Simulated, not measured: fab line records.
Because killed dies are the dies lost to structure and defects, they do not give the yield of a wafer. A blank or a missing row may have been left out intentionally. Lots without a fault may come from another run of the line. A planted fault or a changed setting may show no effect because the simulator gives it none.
fab line records | flow nand_harc
[record] lots = 12 wafers = 36 last_day = 33
route steps=1302 shown P_GATE@156 END@1302
lots that met no fault: from a run of the same line without faults
start_h: hours from the record's opening day to when the first of the lot's shown wafers began | wait_h: hours since the lot's step before | " unchanged from the row above | L1.1+2: several wafers, shown together as one row | - no value, or no start given | * or withheld: withheld | < > ~ a bound
route shown NAME@n: a module of which the file shows steps, and the number in the route of the first | usual: mean/standard deviation of fault-free wafers | same: alike in all rows | chamber/n: place in a boat | sites: the reading at each site | _std_site: standard deviation across them | _edge_site: the outer-site mean with the inner-site mean subtracted | radius_mm: how far each site lies from the wafer's centre | mask NAME#n: copy n | behind: the most recent tool/chamber to have shaped the wafer | hold: reason for holding the lot/hours on hold/outcome of the hold | device: whichever transistor did not switch (one of n, p or np) | end of line: the route-end tests of the same wafers | step lacking rows: just its recipe | killed: dies that structure and defects cost at the first sort, which is not the same as the wafer's yield | map: a wafer's dies, x killed, . not, _ none there
set.NAME: setting as actually run; set.NAME@STEP: the setting as run at that earlier step | model.NAME: the simulator's own value behind a step, which no gauge read
route steps across a sampled set of lots; one table per step, one row per wafer
services: when a tool's chamber went out of use (start_h, in hours from the record's first day, below 0 if earlier), for how many hours, and the reason
[[steps]]
[step NHARC_P_GATE_ETCHBACK_37]
[recipe] target_depth_a = 345 time_s = 17.2 chf3_flow_sccm = 50 o2_flow_sccm = 10 ar_flow_sccm = 200 rf_w = 500 bias_w = 200 chemistry = CHF3/O2
[usual] drypump_motor_current_A = 5.8/0.43 oes_product_au = 0.95/0.035 rf_vpp_V = 371.0/2.3 showerhead_plenum_p_Torr = 2.42/0.1 throttle_valve_pct = 20.572/0.0098
// columns lot.wafer tool chamber start_h wait_h drypump_motor_current_A oes_product_au rf_hours_counter_h rf_vpp_V showerhead_plenum_p_Torr throttle_valve_pct
L914.3 rie_diel-03 2 - - 6.6 0.99 1 373.5 2.58 20.586
L914.4 " 3 " " 5.2 1.00 0 368.7 2.34 20.572
L914.2 " 1 " " 5.7 1.00 1 366.7 2.25 20.584
L915.3 rie_diel-05 3 - - 5.9 0.93 3 373.3 2.51 20.579
L915.1 " 1 " " 5.7 0.93 4 373.4 2.53 20.577
L915.2 " 2 " " 5.1 0.93 3 374.1 2.58 20.564
L916.1 rie_diel-05 2 - - 5.1 0.95 4 375.9 2.58 20.572
L916.4 " 0 " " 6.3 0.95 5 373.3 2.46 20.559
L916.5 " 2 " " 5.1 0.95 - 374.2 2.58 20.580
L917.2 rie_diel-05 2 - - 5.1 0.92 4 373.3 2.58 20.566
L917.3 " 3 " " 5.9 0.92 4 373.2 2.51 20.577
L917.5 " 1 " " 5.7 0.93 - 374.5 2.53 20.572
L919.1 rie_diel-07 1 - - 5.5 0.93 1 367.6 2.32 20.563
L919.2 " 0 " " 6.3 0.92 1 371.0 2.38 20.579
L919.5 " 2 " " 5.4 0.94 - 369.7 2.32 20.572
L921.4 rie_diel-07 2 - - 5.4 0.99 2 367.9 2.32 20.575
L921.1 " 3 " " 6.0 1.01 2 372.4 2.46 20.580
L921.6 " 2 " " 5.4 1.00 - 366.7 2.32 20.563
L922.2 rie_diel-07 2 - - 5.4 1.01 2 369.2 2.32 20.563
L922.3 " 1 " " 5.6 0.99 3 370.3 2.31 20.564
L922.6 " 2 " " 5.4 1.00 - 368.2 2.32 20.569
L931.4 rie_diel-05 2 - - 5.1 0.93 3 375.0 2.57 20.569
L931.2 " 3 " " 5.9 0.94 5 373.1 2.51 20.570
L931.6 " 0 " " 6.3 0.92 - 372.8 2.45 20.570
L933.2 rie_diel-03 1 - - 5.6 0.92 1 366.6 2.24 20.553
L933.6 " 0 " " 5.4 0.92 - 371.0 2.33 20.579
L933.5 " 1 " " 5.6 0.93 - 366.9 2.24 20.574
L934.1 rie_diel-07 0 - - 6.3 1.00 0 369.5 2.38 20.563
L934.5 " 3 " " 6.0 1.02 - 370.5 2.46 20.579
L934.4 " 0 " " 6.3 1.00 - 369.7 2.38 20.590
L932.1 rie_diel-07 1 - - 5.6 1.00 0 368.7 2.31 20.577
L932.5 " 2 " " 5.4 1.00 - 368.3 2.32 20.577
L932.6 " 3 " " 6.0 1.01 - 371.4 2.45 20.581
L936.1 rie_diel-05 3 - - 6.0 0.91 8 372.9 2.51 20.565
L936.2 " 0 " " 6.3 0.93 8 371.1 2.45 20.560
L936.6 " 0 " " 6.3 0.92 - 372.5 2.45 20.589
[step NHARC_P_GATE_EXPOSE_88]
[recipe] na = 0.6 target_cd_nm = 2000 dose_mj = 11.87 mask_id = P_HVN
// columns lot.wafer tool chamber start_h wait_h mask
L914.2+3+4 krf_scanner-02 0 121.52 - P_HVN#0
L915.1+2+3 krf_scanner-03 0 132.24 - P_HVN#0
L916.1+4+5 krf_scanner-01 0 145.23 - P_HVN#0
L917.2+3+5 krf_scanner-03 0 149.74 - P_HVN#0
L919.1+2+5 krf_scanner-02 0 170.97 - P_HVN#0
L921.1+4+6 krf_scanner-03 0 194.38 - P_HVN#0
L922.2+3+6 krf_scanner-03 0 198.67 - P_PSD#0
L931.2+4+6 krf_scanner-01 0 302.73 - P_HVN#0
L933.2+5+6 krf_scanner-03 0 314.14 - P_HVN#0
L934.1+4+5 krf_scanner-03 0 314.73 - P_HVN#0
L932.1+5+6 krf_scanner-03 0 320.34 - P_HVN#0
L936.1+2+6 krf_scanner-03 0 340.93 - P_HVN#0
[step NHARC_P_GATE_CD_MEAS_91]
[recipe] target_cd_nm = 2000 landing_energy_ev = 500
[usual] cd_nm = 2000.2/1.4
// columns lot.wafer tool chamber start_h wait_h cd_nm
L914.2 cd_sem-01 0 121.67 - 2002.3
L914.3 " 0 " " 1999.7
L914.4 " 0 " " 2001.1
L915.1 cd_sem-01 0 132.39 - 2001.5
L915.2 " 0 " " 1999.9
L915.3 " 0 " " 2001.7
L916.1 cd_sem-03 0 145.39 - 2000.1
L916.4 " 0 " " 2001.8
L916.5 " 0 " " 2001.6
L917.2 cd_sem-01 0 149.89 - 1999.7
L917.3 " 0 " " 2000.7
L917.5 " 0 " " 1996.6
L919.1 cd_sem-03 0 171.12 - 1998.5
L919.2 " 0 " " 1998.9
L919.5 " 0 " " 1998.9
L921.1 cd_sem-02 0 194.54 - 2001.6
L921.4 " 0 " " 2001.9
L921.6 " 0 " " 2002.5
L922.2 cd_sem-02 0 198.82 - -
L922.3 " 0 " " -
L922.6 " 0 " " -
L931.2 cd_sem-01 0 302.89 - 2000.3
L931.4 " 0 " " 2001.5
L931.6 " 0 " " 2000.5
L933.2 cd_sem-03 0 314.30 - 1999.0
L933.5 " 0 " " 1999.5
L933.6 " 0 " " 1999.8
L934.1 cd_sem-01 0 314.89 - 2001.3
L934.4 " 0 " " 1999.8
L934.5 " 0 " " 2002.0
L932.1 cd_sem-01 0 320.50 - 2000.6
L932.5 " 0 " " 2000.3
L932.6 " 0 " " 1998.8
L936.1 cd_sem-02 0 341.09 - 1998.0
L936.2 " 0 " " 2000.5
L936.6 " 0 " " 1998.3
[step NHARC_P_GATE_STRIP_95]
[recipe] power_w = 1500 temp_c = 250 chemistry = O2
[usual] drypump_motor_current_A = 5.5/0.62 heater_power_w = 335/20
// columns lot.wafer tool chamber start_h wait_h drypump_motor_current_A heater_power_w rf_hours_counter_h
L914.2 plasma_asher-01 0 122.91 0.6 4.9 350 29
L914.4 " 0 " " 4.9 346 -
L914.3 " 1 " " 6.5 311 -
L915.2 plasma_asher-02 1 133.64 0.6 5.2 321 12
L915.1 " 0 " " 5.5 363 12
L915.3 " 0 " " 5.5 366 -
L916.1 plasma_asher-02 1 146.66 0.6 5.1 329 14
L916.4 " 0 " " 5.4 368 -
L916.5 " 1 " " 5.1 327 -
L917.2 plasma_asher-02 1 151.16 0.6 5.2 323 16
L917.3 " 0 " " 5.5 364 -
L917.5 " 1 " " 5.1 322 -
L919.1 plasma_asher-02 0 172.39 0.6 5.5 369 20
L919.2 " 1 " " 5.2 329 20
L919.5 " 0 " " 5.4 353 -
L921.1 plasma_asher-02 1 195.84 0.5 5.2 327 27
L921.4 " 0 " " 5.5 357 -
L921.6 " 0 " " 5.5 356 -
L922.2 plasma_asher-01 1 200.08 0.6 6.5 306 6
L922.3 " 1 " " 6.5 311 -
L922.6 " 1 " " 6.5 316 -
L931.2 plasma_asher-02 1 304.26 0.5 5.2 307 7
L931.4 " 0 " " 5.5 361 -
L931.6 " 0 " " 5.5 352 -
L933.2 plasma_asher-01 1 315.56 0.5 6.5 317 32
L933.5 " 0 " " 4.9 340 -
L933.6 " 1 " " 6.5 310 -
L934.1 plasma_asher-02 1 316.27 0.5 5.2 305 10
L934.4 " 1 " " 5.2 306 -
L934.5 " 1 " " 5.2 306 -
L932.1 plasma_asher-01 0 321.78 0.5 4.9 343 34
L932.5 " 1 " " 6.5 308 -
L932.6 " 0 " " 4.9 340 -
L936.1 plasma_asher-01 0 342.33 0.6 4.9 347 39
L936.2 " 1 " " 6.5 313 39
L936.6 " 1 " " 6.5 318 -
[step NHARC_P_GATE_RTA_82]
[recipe] temp_c = 450 time_s = 30
[usual] lamp_power_pct = 4.27/0.051 wafer_temp_C_max = 452.1/0.47
// columns lot.wafer tool chamber start_h wait_h lamp_power_pct wafer_temp_C_max
L914.2 rtp_anneal-01 0 124.59 - 4.23 451.2
L914.3 " 0 " " 4.24 452.4
L914.4 " 0 " " 4.23 451.9
L915.1 rtp_anneal-01 0 135.28 - 4.23 452.5
L915.2 " 0 " " 4.24 453.5
L915.3 " 0 " " 4.24 451.7
L916.1 rtp_anneal-02 0 148.37 - 4.35 452.1
L916.4 " 0 " " 4.35 452.1
L916.5 " 0 " " 4.35 451.9
L917.2 rtp_anneal-01 0 153.00 - 4.24 452.0
L917.3 " 0 " " 4.23 451.6
L917.5 " 0 " " 4.24 452.9
L919.1 rtp_anneal-01 0 174.08 - 4.24 452.4
L919.2 " 0 " " 4.24 451.7
L919.5 " 0 " " 4.23 452.7
L921.1 rtp_anneal-02 0 197.59 - 4.35 451.1
L921.4 " 0 " " 4.35 451.4
L921.6 " 0 " " 4.34 451.4
L922.2 rtp_anneal-01 0 201.78 - 4.24 452.9
L922.3 " 0 " " 4.24 452.5
L922.6 " 0 " " 4.24 452.1
L931.2 rtp_anneal-02 0 306.00 - 4.34 451.8
L931.4 " 0 " " 4.34 451.0
L931.6 " 0 " " 4.35 452.8
L933.2 rtp_anneal-01 0 317.22 - 4.23 451.6
L933.5 " 0 " " 4.23 451.7
L933.6 " 0 " " 4.23 451.5
L934.1 rtp_anneal-01 0 318.13 - 4.24 451.9
L934.4 " 0 " " 4.24 451.3
L934.5 " 0 " " 4.24 451.6
L932.1 rtp_anneal-01 0 323.39 - 4.23 452.2
L932.5 " 0 " " 4.24 451.7
L932.6 " 0 " " 4.24 452.4
L936.1 rtp_anneal-01 0 343.96 - 4.23 451.8
L936.2 " 0 " " 4.24 451.6
L936.6 " 0 " " 4.24 452.4
[step NHARC_END_SORT_01]
[recipe] temp_c = 25
[usual] killed_at_array = 52/16 killed_at_other = 0.8/1.1 killed_at_periphery = 4.2/2.5 killed_dies = 57/16 killed_open = 3.4/2 killed_short = 2.6/1.6
[same] gross_dies = 677
// columns lot.wafer tool chamber start_h wait_h killed_at_array killed_at_other killed_at_periphery killed_dies killed_open killed_short
L922.2 prober-01 0 660.67 2.8 33 1 643 677 3 1
L922.3 prober-01 0 661.46 3.1 27 0 650 677 4 2
L922.6 prober-01 0 663.84 4.0 32 1 644 677 3 3
// killed by level:class
L922.2 P_GATE:area_expose=639 A_CHANNEL_HOLE_D2:chamber_film_flake=12 A_STAIRCASE:chamber_film_flake=6 A_WL_FILL:chamber_film_flake=4 A_CHANNEL_HOLE_D1:chamber_film_flake=3 A_SLIT:chamber_film_flake=3 P_M2:chamber_film_flake=2 P_BONDPAD:chamber_film_flake=2
L922.3 P_GATE:area_expose=643 A_CHANNEL_HOLE_D2:chamber_film_flake=13 A_STAIRCASE:chamber_film_flake=4 A_SLIT:chamber_film_flake=3 P_STI:chamber_film_flake=2 P_BONDPAD:chamber_film_flake=2 P_GATE:geometric_particle:open=1 P_CONTACT:geometric_particle:open=1
L922.6 P_GATE:area_expose=642 A_CHANNEL_HOLE_D2:chamber_film_flake=12 A_STAIRCASE:chamber_film_flake=7 A_CHANNEL_FILL_D1:geometric_particle:short=2 P_STI:chamber_film_flake=2 A_SLIT:chamber_film_flake=2 A_CONTACT:chamber_film_flake=2 A_ONON_D1:geometric_particle:open=1
[[services]]
// columns tool chamber start_h hours kind
krf_scanner-02 - 94.00 4.0 pm
rie_diel-03 - 104.40 9.0 pm
rie_diel-07 - 117.20 9.0 pm
rie_diel-03 3 126.11 81.9 repair
rie_diel-05 - 130.95 1.1 repair
plasma_asher-01 - 133.58 0.5 repair
rie_diel-07 2 133.93 11.8 repair
krf_scanner-01 - 140.00 4.0 pm
krf_scanner-02 - 150.59 0.2 repair
plasma_asher-01 - 165.31 9.0 pm
rie_diel-07 3 199.32 8.3 repair
krf_scanner-03 - 224.00 4.0 pm
rie_diel-05 - 229.60 9.0 pm
rie_diel-03 - 246.68 0.6 repair
plasma_asher-02 - 249.29 9.0 pm
rie_diel-05 2 257.82 16.8 repair
rie_diel-07 2 260.33 5.0 repair
plasma_asher-02 - 263.96 8.2 repair
krf_scanner-02 - 266.00 4.0 pm
rie_diel-07 1 274.83 37.0 repair
rie_diel-03 - 281.40 9.0 pm
rie_diel-07 - 294.20 9.0 pm
rie_diel-05 3 302.40 5.9 repair
krf_scanner-03 - 317.09 0.4 repair
[[key]]
[first_sign] step = NHARC_P_GATE_EXPOSE_88 reading = mask direction = changed
[effect] step = NHARC_P_GATE_CD_MEAS_91 reading = cd_nm direction = missing
[effect] step = NHARC_END_SORT_01 reading = killed_at_periphery direction = up sigmas = 99+ usual = 4.2 struck = 645.7
[more_kills_born_at] NHARC_P_GATE_EXPOSE_88@krf_scanner-03 = 1924
met_at NHARC_P_GATE_EXPOSE_88
struck_lots L922
later_rows_left_out L922.2,L922.3,L922.6
tester_left_out L922
not_acting_at NHARC_P_GATE_ETCHBACK_37,NHARC_P_GATE_STRIP_95,NHARC_P_GATE_RTA_82
onset_between 194.38 198.67
[fault] kind = wrong_mask tool = any chamber = - onset_h = 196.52 steps = NHARC_P_GATE_EXPOSE_88 aux_copy = P_PSD#0 scope = struck_lots_only
// tester_left_out: of these lots the tester's yield and bins aren't shown, on N5 and GAA mostly nor the transistor test; their killed dies are dies lost to structure and defects alone, not to doping, threshold or leakage, so they don't give the yield
// later_rows_left_out: the simulator's readings of these wafers behind a module that went badly wrong aren't trusted and aren't shown, but for the sort
